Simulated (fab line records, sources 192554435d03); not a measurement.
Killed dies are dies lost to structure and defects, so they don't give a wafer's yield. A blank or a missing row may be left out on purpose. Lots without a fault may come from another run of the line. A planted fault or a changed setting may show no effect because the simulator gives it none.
Chamber matching | flow n5_finfet | N5_BEOL_M0_SAQP_PECVD_04 on pecvd-04: 3 sister chambers
The step deposits a-Si from SiH4/He, target thk 60 nm, time 60.2 s. 3 wafers are shown with their chamber, then 8 later ones without.

WAFERS WITH THEIR CHAMBER
wafer  | chamber | showerhead_plenum_p_Torr (Torr)
L591.5 | 1       | 5.60
L597.5 | 2       | 5.71
L599.3 | 0       | 5.67

WAFERS WITHOUT THEIR CHAMBER
wafer  | showerhead_plenum_p_Torr (Torr)
L599.4 | 5.70
L599.5 | 5.59
L600.1 | 5.68
L600.3 | 5.60
L600.4 | 5.61
L609.1 | 5.70
L609.3 | 5.67
L609.6 | 5.69

WHICH CHAMBER EACH WENT THROUGH
wafer  | from the rows above     | in truth
L599.4 | can't be placed: 2 or 0 | 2
L599.5 | 1                       | 1
L600.1 | can't be placed: 0 or 2 | 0
L600.3 | 1                       | 1
L600.4 | 1                       | 1
L609.1 | can't be placed: 2 or 0 | 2
L609.3 | 0                       | 0
L609.6 | can't be placed: 2 or 0 | 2
Placed correctly: 4 of 8. Can't be placed from these rows: 4 (the true chamber is among the candidates in 4). Placed wrongly: 0.
How it was worked out, from the rows above alone: a wafer's distance from a chamber is the root of the sum, over the readings, of the square of ((its reading less the chamber's mean) divided by the reading's scatter). The wafer belongs to the nearest chamber; if the next one is less than 2 further off, it can't be placed. A chamber's mean is the mean of its shown wafers. The scatter: with one shown wafer a chamber, the root of the mean of the squares of how far each hidden wafer lies from its nearest shown one.
